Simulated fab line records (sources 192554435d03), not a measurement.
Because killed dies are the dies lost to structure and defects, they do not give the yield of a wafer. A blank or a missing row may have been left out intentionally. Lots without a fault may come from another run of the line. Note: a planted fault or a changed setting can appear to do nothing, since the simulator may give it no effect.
fab line records -- flow n5_finfet
record: lots: 7, wafers: 19, last_day: 20
route steps=1938 shown BEOL_M4@1049 PASSIVATION@1936
lots that met no fault: from a run of the same line without faults
start_h: hours from the record's first day to the start of the lot's first wafer shown -- wait_h: how many hours have passed since the lot's step before this one -- " identical to the entry in the row above -- L1.1+2: several wafers, shown together as one row -- - no value, or no start given -- * or withheld: withheld -- < > ~ a bound
route shown NAME@n: NAME is a module with steps in the file, n the number in the route of the first one -- usual: average and standard deviation across the fault-free wafers -- same: alike in all rows -- chamber/n: place in a boat -- sites: the reading at each site -- _std_site: the values' standard deviation -- _edge_site: inner sites' mean taken away from outer sites' mean -- radius_mm: for every site, how far away it sits from the centre of the wafer -- mask NAME#n: copy n -- behind: the most recent tool/chamber to have shaped the wafer -- hold: why the lot went on hold/how many hours it stayed there/how the hold came to an end -- device: names the non-switching transistor (n, p or np) -- end of line: the same wafers' tests at the end of the route -- a step without rows: its recipe alone -- killed: dies lost to structure and defects at the first sort, not the wafer's yield -- map: dies across one wafer; x = killed, . = not, _ = none there
set.NAME: the setting the step ran with; set.NAME@STEP: the setting that earlier step ran with -- model.NAME: the simulator's own value behind a step, which no gauge read
lots seen at some steps along the route; tables by step, rows by wafer
services: when a tool's chamber went out of use (start_h, in hours from the record's first day, below 0 if earlier), for how many hours, and the reason
== steps ==
step: N5_BEOL_M4_COAT_76
recipe: resist: underlayer, temp_c: 205, time_s: 60, spin_rpm: 1500, resist_thk_nm: 5
step: N5_BEOL_M4_COAT_22
recipe: resist: CAR-EUV, spin_rpm: 1500, resist_thk_nm: 30
step: N5_BEOL_M4_EBR_24
recipe: solvent: PGMEA, ebr_width_mm: 1.5
step: N5_BEOL_M4_SOFTBAKE_23
recipe: temp_c: 110, time_s: 60, resist: CAR-EUV
step: N5_BEOL_M4_EXPOSE_25
recipe: mask_id: V3, na: 0.33, source_shape: quasar, sigma_inner: 0.2, sigma_outer: 0.8, polarization: unpolarized, defocus_nm: 5, dose_mj: 63
step: N5_BEOL_M4_PEB_26
recipe: peb_temp_c: 100, peb_time_s: 60, resist: CAR-EUV
step: N5_BEOL_M4_DEVELOP_27
recipe: develop_time_s: 30, developer: TMAH, resist: CAR-EUV, rinse_liquid: surfactant_rinse, dry: air_spin, dev_temp_c: 23
step: N5_BEOL_M4_CD_MEAS_28
recipe: target_cd_nm: 26.2, landing_energy_ev: 500, detector: se_inlens, target_cd_y_nm: 24.1, polarity: opening
usual: cd_nm: 26.19/0.22
lot.wafer,tool,chamber,start_h,wait_h,cd_nm
L211.2,cd_sem-01,0,188.38,-,25.95
L211.3,cd_sem-01,0,188.38,-,25.97
L211.5,cd_sem-01,0,188.38,-,26.15
L217.1,cd_sem-03,0,259.53,-,26.42
L217.3,cd_sem-03,0,259.53,-,26.21
L217.6,cd_sem-03,0,259.53,-,26.00
L219.1,cd_sem-02,0,283.74,-,26.13
L219.5,cd_sem-02,0,283.74,-,26.08
L219.6,cd_sem-02,0,283.74,-,26.16
L221.1,cd_sem-03,0,286.19,-,25.83
L221.5,cd_sem-03,0,286.19,-,25.81
L223.4,cd_sem-01,0,288.39,-,25.97
L223.5,cd_sem-01,0,288.39,-,25.98
L226.1,cd_sem-02,0,300.67,-,26.40
L226.2,cd_sem-02,0,300.67,-,26.26
L226.6,cd_sem-02,0,300.67,-,26.03
L229.1,cd_sem-03,0,328.18,-,26.08
L229.4,cd_sem-03,0,328.18,-,26.18
L229.5,cd_sem-03,0,328.18,-,26.42
step: N5_BEOL_M4_OVL_MEAS_29
recipe: points_per_wafer: 522
usual: V3_OVL: -0.1/0.7
lot.wafer,tool,chamber,start_h,wait_h,V3_OVL[nm]
L211.2,overlay-02,0,188.41,0.0,0.1
L211.3,overlay-02,0,188.41,0.0,-1.1
L211.5,overlay-02,0,188.41,0.0,0.2
L217.1,overlay-02,0,259.56,0.0,1.0
L217.3,overlay-02,0,259.56,0.0,1.4
L217.6,overlay-02,0,259.56,0.0,-0.5
L219.1,overlay-02,0,283.77,0.0,2.1
L219.5,overlay-02,0,283.77,0.0,1.6
L219.6,overlay-02,0,283.77,0.0,1.5
L221.1,overlay-02,0,286.22,0.0,-0.3
L221.5,overlay-02,0,286.22,0.0,0.4
L223.4,overlay-01,0,288.44,0.0,0.7
L223.5,overlay-01,0,288.44,0.0,-0.7
L226.1,overlay-01,0,300.70,0.0,0.5
L226.2,overlay-01,0,300.70,0.0,0.5
L226.6,overlay-01,0,300.70,0.0,0.1
L229.1,overlay-01,0,328.21,0.0,-0.4
L229.4,overlay-01,0,328.21,0.0,1.2
L229.5,overlay-01,0,328.21,0.0,-0.6
step: N5_BEOL_M4_INSPECT_30
recipe: mode: adi, inspect_instrument: brightfield
usual: raw_defect_count: 392/95
lot.wafer,tool,chamber,start_h,wait_h,raw_defect_count
L211.2,defect_inspect-02,-,188.47,0.0,480
L211.3,defect_inspect-02,-,188.47,0.0,399
L211.5,defect_inspect-02,-,188.47,0.0,397
L217.1,defect_inspect-01,-,259.62,0.1,366
L217.3,defect_inspect-01,-,259.62,0.1,365
L217.6,defect_inspect-01,-,259.62,0.1,381
L219.1,defect_inspect-01,-,283.83,0.1,483
L219.5,defect_inspect-01,-,283.83,0.1,435
L219.6,defect_inspect-01,-,283.83,0.1,600
L221.1,defect_inspect-02,-,286.29,0.1,490
L221.5,defect_inspect-02,-,286.29,0.1,355
L223.4,defect_inspect-02,-,288.48,0.0,272
L223.5,defect_inspect-02,-,288.48,0.0,364
L226.1,defect_inspect-02,-,300.76,0.1,568
L226.2,defect_inspect-02,-,300.76,0.1,597
L226.6,defect_inspect-02,-,300.76,0.1,394
L229.1,defect_inspect-02,-,328.27,0.1,239
L229.4,defect_inspect-02,-,328.27,0.1,312
L229.5,defect_inspect-02,-,328.27,0.1,287
step: N5_BEOL_M4_DESCUM_33
recipe: chemistry: O2, time_s: 7, source_power_w: 50, bias_power_w: 20, pressure_mtorr: 20, rf_frequency_hz: 2.712e+07, temp_c: 40, resist: CAR-EUV, o2_flow_sccm: 225
usual: drypump_motor_current_A: 5.8/0.47, oes_product_au: 0.79/0.081, rf_vpp_V: 243.2/1.1, showerhead_plenum_p_Torr: 2.10/0.051, throttle_valve_pct: 20.50/0.24
lot.wafer,tool,chamber,start_h,wait_h,drypump_motor_current_A,oes_product_au,rf_hours_counter_h,rf_vpp_V,showerhead_plenum_p_Torr,throttle_valve_pct
L211.2,rie_diel-05,3,188.50,0.0,6.0,0.81,94,241.9,2.03,20.61
L211.3,rie_diel-05,2,188.50,0.0,6.0,0.72,198,243.9,2.17,20.76
L211.5,rie_diel-05,3,188.50,0.0,6.0,0.80,-,243.4,2.03,20.60
L217.1,rie_diel-04,2,259.79,0.2,5.5,0.68,210,241.8,2.07,20.73
L217.3,rie_diel-04,1,259.79,0.2,6.2,0.91,16,242.1,2.04,20.19
L217.6,rie_diel-04,1,259.79,0.2,6.2,0.92,-,242.7,2.04,20.18
L219.1,rie_diel-05,1,284.10,0.3,6.6,0.75,173,243.4,2.09,20.35
L219.5,rie_diel-05,2,284.10,0.3,6.0,0.71,-,243.9,2.16,20.81
L219.6,rie_diel-05,3,284.10,0.3,6.0,0.78,-,242.3,2.01,20.66
L221.1,rie_diel-04,0,286.32,0.0,6.2,0.88,28,243.5,2.13,20.23
L221.5,rie_diel-04,3,286.32,0.0,5.5,0.87,-,243.7,2.12,20.30
L223.4,rie_diel-04,1,288.53,0.0,6.2,0.91,-,241.3,2.04,20.19
L223.5,rie_diel-04,0,288.53,0.0,6.2,0.87,-,243.4,2.13,20.22
L226.1,rie_diel-04,0,300.79,0.0,6.2,0.87,34,244.0,2.13,20.23
L226.2,rie_diel-04,1,300.79,0.0,6.3,0.89,30,243.3,2.04,20.20
L226.6,rie_diel-04,2,300.79,0.0,5.6,0.68,-,243.4,2.06,20.77
L229.1,rie_diel-01,3,328.30,0.0,5.2,0.72,182,240.5,2.08,20.80
L229.4,rie_diel-01,2,328.30,0.0,5.0,0.90,36,242.2,2.14,20.09
L229.5,rie_diel-01,3,328.30,0.0,5.2,0.72,-,243.7,2.08,20.80
step: N5_BEOL_M4_ETCH_77
recipe: chemistry: N2/H2, target: underlayer, target_depth_a: 65, mask_material: CAR-EUV, time_s: 5.2, ion_energy_ev: 200, pressure_mtorr: 30, source_w: 840, bias_w: 150, n2_flow_sccm: 200, h2_flow_sccm: 200, ends: cleared
usual: drypump_motor_current_A: 5.8/0.47, etch_rf_on_time_s: 5.20/0.066, oes_product_au: 0.68/0.068, rf_vpp_V: 524.1/2.1, showerhead_plenum_p_Torr: 2.55/0.063, throttle_valve_pct: 17.94/0.24
lot.wafer,tool,chamber,start_h,wait_h,drypump_motor_current_A,etch_rf_on_time_s,oes_product_au,rf_hours_counter_h,rf_vpp_V,showerhead_plenum_p_Torr,throttle_valve_pct
L211.2,rie_diel-05,3,188.53,0.0,6.0,5.09,0.71,94,520.3,2.45,17.95
L211.3,rie_diel-05,2,188.53,0.0,6.1,5.18,0.62,198,526.6,2.63,18.14
L211.5,rie_diel-05,3,188.53,0.0,5.9,5.08,0.70,-,521.8,2.45,17.98
L217.1,rie_diel-04,2,259.83,0.0,5.5,5.27,0.60,210,522.5,2.51,18.23
L217.3,rie_diel-04,1,259.83,0.0,6.2,5.14,0.78,16,521.9,2.49,17.65
L217.6,rie_diel-04,1,259.83,0.0,6.2,5.10,0.78,-,522.2,2.49,17.59
L219.1,rie_diel-05,1,284.13,0.0,6.6,5.21,0.63,173,527.0,2.54,17.86
L219.5,rie_diel-05,2,284.13,0.0,6.1,5.26,0.60,-,524.4,2.62,18.20
L219.6,rie_diel-05,3,284.13,0.0,6.0,5.18,0.67,-,520.4,2.44,18.00
L221.1,rie_diel-04,0,286.36,0.0,6.2,5.23,0.74,28,523.9,2.60,17.61
L221.5,rie_diel-04,3,286.36,0.0,5.5,5.15,0.73,-,523.5,2.59,17.87
L223.4,rie_diel-04,1,288.55,0.0,6.2,5.17,0.77,-,524.3,2.48,17.63
L223.5,rie_diel-04,0,288.55,0.0,6.2,5.26,0.73,-,525.3,2.59,17.66
L226.1,rie_diel-04,0,300.82,0.0,6.2,5.21,0.73,34,525.9,2.59,17.65
L226.2,rie_diel-04,1,300.82,0.0,6.2,5.15,0.76,30,523.0,2.48,17.63
L226.6,rie_diel-04,2,300.82,0.0,5.5,5.28,0.58,-,521.9,2.51,18.22
L229.1,rie_diel-01,3,328.34,0.0,5.2,5.21,0.61,182,522.6,2.54,18.27
L229.4,rie_diel-01,2,328.34,0.0,5.0,5.09,0.75,36,525.1,2.58,17.41
L229.5,rie_diel-01,3,328.34,0.0,5.2,5.21,0.62,-,526.3,2.54,18.25
step: N5_BEOL_M4_ETCH_69
recipe: chemistry: CF4, target: SiARC, target_depth_a: 156, mask_material: CAR-EUV, time_s: 26, ion_energy_ev: 80, pressure_mtorr: 40, source_w: 545, bias_w: 36, Ar_flow_sccm: 100, cf4_flow_sccm: 100, ends: cleared
usual: drypump_motor_current_A: 5.8/0.47, etch_rf_on_time_s: 26.1/0.34, oes_product_au: 0.68/0.068, rf_vpp_V: 184.2/1, showerhead_plenum_p_Torr: 2.15/0.05, throttle_valve_pct: 15.68/0.23
lot.wafer,tool,chamber,start_h,wait_h,drypump_motor_current_A,etch_rf_on_time_s,oes_product_au,rf_hours_counter_h,rf_vpp_V,showerhead_plenum_p_Torr,throttle_valve_pct
L211.2,rie_diel-05,3,188.55,0.0,6.0,25.8,0.70,94,183.1,2.08,15.78
L211.3,rie_diel-05,2,188.55,0.0,6.1,25.8,0.63,198,185.9,2.20,15.92
L211.5,rie_diel-05,3,188.55,0.0,6.0,25.4,0.70,-,183.6,2.08,15.76
L217.1,rie_diel-04,2,259.85,0.0,5.5,26.9,0.58,210,183.7,2.13,15.97
L217.3,rie_diel-04,1,259.85,0.0,6.2,26.3,0.78,16,184.0,2.10,15.35
L217.6,rie_diel-04,1,259.85,0.0,6.2,26.3,0.78,-,185.0,2.10,15.36
L219.1,rie_diel-05,1,284.15,0.0,6.6,26.5,0.63,173,184.6,2.13,15.55
L219.5,rie_diel-05,2,284.15,0.0,6.0,26.4,0.60,-,185.2,2.19,15.99
L219.6,rie_diel-05,3,284.15,0.0,6.0,26.2,0.67,-,184.5,2.06,15.84
L221.1,rie_diel-04,0,286.37,0.0,6.2,41.0,0.59,28,185.3,2.18,15.37
L221.5,rie_diel-04,3,286.37,0.0,5.5,25.8,0.73,-,183.8,2.18,15.54
L223.4,rie_diel-04,1,288.59,0.0,6.2,39.7,0.62,-,184.1,2.09,15.38
L223.5,rie_diel-04,0,288.59,0.0,6.2,26.0,0.75,-,185.9,2.18,15.36
L226.1,rie_diel-04,0,300.84,0.0,6.2,41.0,0.59,34,183.3,2.18,15.38
L226.2,rie_diel-04,1,300.84,0.0,6.2,26.1,0.76,30,182.5,2.09,15.39
L226.6,rie_diel-04,2,300.84,0.0,5.5,26.9,0.58,-,184.5,2.12,16.00
L229.1,rie_diel-01,3,328.35,0.0,5.2,26.0,0.62,182,183.1,2.13,15.97
L229.4,rie_diel-01,2,328.35,0.0,5.0,26.0,0.75,36,186.0,2.18,15.26
L229.5,rie_diel-01,3,328.35,0.0,5.2,26.0,0.62,-,184.4,2.13,15.96
step: N5_BEOL_M4_ALD_98
recipe: material: SiO2, target_thk_a: 25, temp_c: 100, ald_precursor_family: BDEAS, ald_co_reactant: O2-plasma, pulse_time_s: 1, co_reactant_pulse_time_s: 1, purge_time_s: 2, co_reactant_purge_time_s: 2, ald_cycles: 17, pressure_torr: 2
usual: heater_power_w: 76/7.4, precursor_pulse_height_rel: 1.003/0.018
lot.wafer,tool,chamber,start_h,wait_h,heater_power_w,precursor_pulse_height_rel
L211.2,ald_sin-01,0,189.72,1.1,72,0.993
L211.3,ald_sin-01,3,189.72,1.1,81,1.002
L211.5,ald_sin-01,0,189.72,1.1,72,1.003
L217.1,ald_sin-01,0,259.93,0.1,72,1.000
L217.3,ald_sin-01,3,259.93,0.1,78,0.996
L217.6,ald_sin-01,1,259.93,0.1,85,1.027
L219.1,ald_sin-01,3,284.23,0.1,79,0.997
L219.5,ald_sin-01,3,284.23,0.1,78,0.993
L219.6,ald_sin-01,2,284.23,0.1,68,1.018
L221.1,ald_sin-04,0,286.46,0.1,78,0.994
L221.5,ald_sin-04,2,286.46,0.1,99,0.979
L223.4,ald_sin-01,0,288.64,0.0,69,1.018
L223.5,ald_sin-01,0,288.64,0.0,72,1.013
L226.1,ald_sin-01,0,300.92,0.1,69,1.003
L226.2,ald_sin-01,3,300.92,0.1,77,1.008
L226.6,ald_sin-01,2,300.92,0.1,69,0.979
L229.1,ald_sin-01,1,328.44,0.1,87,1.014
L229.4,ald_sin-01,3,328.44,0.1,78,1.029
L229.5,ald_sin-01,0,328.44,0.1,73,1.026
step: N5_BEOL_M4_RC_MEAS_101
usual: DIBL_N: 36.6/1.3, DIBL_P: 36.4/1.4, IOFF_N: 0.167/0.023, IOFF_P: 0.219/0.029, ION_N: 678/8.7, ION_P: 464/6.4, SS_N: 71.5/0.53, SS_P: 73.4/0.57, VT_N: 248.5/2.8, VT_P: -249/3.1
lot.wafer,tool,chamber,start_h,wait_h,DIBL_N[mV/V],DIBL_P[mV/V],IOFF_N[nA/um],IOFF_P[nA/um],ION_N[uA/um],ION_P[uA/um],SS_N[mV/dec],SS_P[mV/dec],VT_N[mV],VT_P[mV]
L211.2,prober-02,0,203.08,0.2,37.2,35.2,0.158,0.218,688,472,71.2,73.6,247.7,-249
L211.3,prober-02,0,203.08,0.2,38.1,36.9,0.185,0.259,693,478,72.0,73.5,244.5,-246
L211.5,prober-02,0,203.08,0.2,35.7,33.5,0.136,0.190,685,467,71.4,71.7,249.4,-250
L217.1,prober-01,0,283.19,0.0,36.5,36.2,0.178,0.202,677,461,71.8,72.7,246.3,-249
L217.3,prober-01,0,283.19,0.0,35.3,35.3,0.153,0.196,667,459,71.9,73.3,248.6,-250
L217.6,prober-01,0,283.19,0.0,37.0,37.4,0.185,0.225,681,460,71.5,73.7,243.9,-249
L219.1,prober-02,0,290.03,0.0,36.1,35.5,0.155,0.207,679,468,71.2,72.8,248.7,-248
L219.5,prober-02,0,290.03,0.0,35.5,34.5,0.146,0.200,679,470,71.1,72.5,252.4,-252
L219.6,prober-02,0,290.03,0.0,34.8,33.7,0.133,0.187,669,464,70.7,72.7,250.2,-251
L221.1,prober-01,0,308.51,0.0,34.8,34.5,0.142,0.195,661,454,71.8,73.4,250.3,-251
L221.5,prober-01,0,308.51,0.0,35.9,35.8,0.157,0.210,670,457,71.6,73.3,249.6,-249
L223.4,prober-01,0,317.47,0.5,37.2,35.9,0.156,0.166,675,453,71.6,73.3,249.5,-256
L223.5,prober-01,0,317.47,0.5,35.4,35.4,0.139,0.165,676,454,71.5,72.6,250.3,-256
L226.1,prober-01,0,329.98,0.0,35.8,36.1,0.147,0.208,669,460,71.8,73.2,248.5,-251
L226.2,prober-01,0,329.98,0.0,36.4,37.0,0.156,0.211,675,469,71.3,73.5,250.8,-251
L226.6,prober-01,0,329.98,0.0,36.7,37.4,0.166,0.222,673,463,72.1,73.4,246.6,-251
L229.1,prober-01,0,358.31,0.0,37.9,37.2,0.210,0.253,697,470,72.1,74.1,243.8,-247
L229.4,prober-01,0,358.31,0.0,37.9,37.4,0.201,0.252,692,464,71.6,73.8,245.1,-249
L229.5,prober-01,0,358.31,0.0,38.7,38.6,0.219,0.272,696,470,71.8,74.6,242.8,-247
step: N5_PASSIVATION_PROBE_49
usual: defect_limited_yield: 91.6/1.6, killed_at_M0_to_M3: 32/9.7, killed_at_M4_up: 13/4.4, killed_at_contacts: 12/6.5, killed_at_front_end: 38/12, killed_at_other: 3.7/3, killed_dies: 99/18, killed_open: 66/14, killed_short: 32/7.5, sort_bin_5_function: 4.9/1, sort_bin_6_memory: 3.2/0.73, sort_n_pass: 1081/18, sort_yield_pct: 91.6/1.6
same: gross_dies: 1180, killed_at_back_side: 0, sort_bin_4_leakage[%]: 0, sort_bin_8_speed[%]: 0
lot.wafer,tool,chamber,start_h,wait_h,defect_limited_yield[%],killed_at_M0_to_M3,killed_at_M4_up,killed_at_contacts,killed_at_front_end,killed_at_other,killed_dies,killed_open,killed_short,sort_bin_5_function[%],sort_bin_6_memory[%],sort_n_pass,sort_yield_pct[%]
L211.2,prober-02,-,319.30,0.1,92.4,24,15,27,21,3,90,65,25,4.3,3.0,1090,92.4
L211.3,prober-02,-,319.35,0.1,94.5,20,6,9,29,1,65,46,19,3.4,1.9,1115,94.5
L211.5,prober-02,-,319.45,0.2,91.9,20,14,28,32,2,96,65,30,5.2,2.7,1084,91.9
L217.1,prober-02,-,393.31,0.0,92.7,35,18,9,24,0,86,46,40,4.4,2.5,1094,92.7
L217.3,prober-02,-,393.41,0.1,91.7,41,13,12,27,5,98,58,39,4.7,3.3,1082,91.7
L217.6,prober-02,-,393.56,0.3,90.1,40,13,15,44,5,117,78,39,6.8,2.7,1063,90.1
L223.4,prober-01,-,419.44,0.2,92.5,31,12,7,36,3,89,61,26,4.7,2.6,1091,92.5
L223.5,prober-01,-,419.49,0.2,94.4,20,9,11,22,4,66,43,23,3.0,2.4,1114,94.4
killed by level:class
L211.2 MOL_CONTACT_COAG:geometric_particle:open=24 BEOL_M4:geometric_particle:open=8 STI_FIN_REVEAL:geometric_particle:open=7 BEOL_M0_SAQP:geometric_particle:short=6 BEOL_M0_SAQP:geometric_particle:open=5 BEOL_M1:geometric_particle:open=4 DUMMY_GATE:geometric_particle:short=3 MOL_CONTACT_COAG:geometric_particle:short=3
L211.3 MOL_CONTACT_COAG:geometric_particle:open=8 STI_FIN_REVEAL:geometric_particle:open=6 DUMMY_GATE:geometric_particle:open=6 FIN_SAQP:geometric_particle:open=5 FIN_SAQP:geometric_particle:short=4 BEOL_M0_SAQP:geometric_particle:open=4 BEOL_M0_SAQP:geometric_particle:short=4 BEOL_M1:geometric_particle:open=4
L211.5 MOL_CONTACT_COAG:geometric_particle:open=20 MOL_CONTACT_COAG:geometric_particle:short=8 BEOL_M4:geometric_particle:open=6 FIN_SAQP:geometric_particle:open=5 ILD0:geometric_particle:open=5 STI_FIN_REVEAL:geometric_particle:open=4 BEOL_M0_SAQP:geometric_particle:short=4 BEOL_M2:geometric_particle:open=4
L217.1 BEOL_M0_SAQP:geometric_particle:short=15 BEOL_M4:geometric_particle:open=9 MOL_CONTACT_COAG:geometric_particle:open=7 FIN_SAQP:geometric_particle:short=4 BEOL_M1:geometric_particle:open=4 BEOL_M1:geometric_particle:short=4 GATE_CUT:geometric_particle:short=3 GATE_CUT:geometric_particle:open=3
L217.3 BEOL_M0_SAQP:geometric_particle:short=10 MOL_CONTACT_COAG:geometric_particle:open=9 BEOL_M0_SAQP:geometric_particle:open=9 FIN_SAQP:geometric_particle:open=7 BEOL_M2:geometric_particle:open=7 BEOL_M4:geometric_particle:open=6 FIN_SAQP:geometric_particle:short=5 DUMMY_GATE:geometric_particle:open=4
L217.6 FIN_SAQP:geometric_particle:short=11 MOL_CONTACT_COAG:geometric_particle:open=11 BEOL_M0_SAQP:geometric_particle:short=8 BEOL_M4:geometric_particle:open=8 FIN_SAQP:geometric_particle:open=7 BEOL_M0_SAQP:geometric_particle:open=7 STI_FIN_REVEAL:geometric_particle:open=7 BEOL_M3:geometric_particle:open=7
L223.4 BEOL_M3:geometric_particle:open=9 FIN_SAQP:geometric_particle:open=8 FIN_SAQP:geometric_particle:short=7 BEOL_M0_SAQP:geometric_particle:open=7 MOL_CONTACT_COAG:geometric_particle:open=5 BEOL_M2:geometric_particle:open=5 ILD0:geometric_particle:short=4 BEOL_M0_SAQP:geometric_particle:short=4
L223.5 MOL_CONTACT_COAG:geometric_particle:open=9 DUMMY_GATE:geometric_particle:open=4 BEOL_M0_SAQP:geometric_particle:open=4 BEOL_M2:geometric_particle:open=4 BEOL_M3:geometric_particle:open=4 FIN_SAQP:geometric_particle:open=3 STI_FIN_REVEAL:geometric_particle:open=3 GATE_CUT:geometric_particle:short=3
== services ==
tool,chamber,start_h,hours,kind
rie_diel-05,1,173.90,8.8,repair
rie_diel-04,1,176.16,8.1,repair
ald_sin-04,-,178.82,14.0,pm
ald_sin-04,0,178.82,14.0,vent_cycle
ald_sin-04,1,178.82,16.7,vent_cycle
rie_diel-01,0,182.28,1.9,repair
rie_diel-04,1,185.89,-,clean
rie_diel-04,1,185.89,-,consumable_replace:focus_ring
rie_diel-04,1,185.89,27.9,scheduled_down
rie_diel-04,1,185.89,27.9,vent_cycle
rie_diel-01,2,190.80,1.6,repair
rie_diel-01,2,204.69,-,clean
rie_diel-01,2,204.69,-,consumable_replace:focus_ring
rie_diel-01,2,204.69,23.2,scheduled_down
rie_diel-01,2,204.69,23.2,vent_cycle
ald_sin-01,-,211.62,0.5,repair
rie_diel-04,0,214.62,7.9,repair
rie_diel-05,-,236.95,2.4,repair
rie_diel-04,2,287.32,7.5,repair
ald_sin-01,2,302.50,9.0,repair
rie_diel-04,2,308.08,5.8,repair
rie_diel-05,2,313.06,5.9,repair
rie_diel-04,2,326.28,1.8,repair
ald_sin-04,-,326.57,0.6,repair
== key ==
first_sign: step: N5_BEOL_M4_ETCH_69, reading: etch_rf_on_time_s, direction: up, sigmas: 43, usual: *, struck: *
effect none on later readings
met_at N5_BEOL_M4_ETCH_69
struck_wafers L221.1,L223.4,L226.1
onset_between 259.85 286.37
fault: kind: process_parameter_drift, tool: rie_diel-04, chamber: -, onset_h: 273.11, steps: N5_BEOL_M4_ETCH_69, channel: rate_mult, offset: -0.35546, shape: step, end_h: 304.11, scope: struck_wafers_only
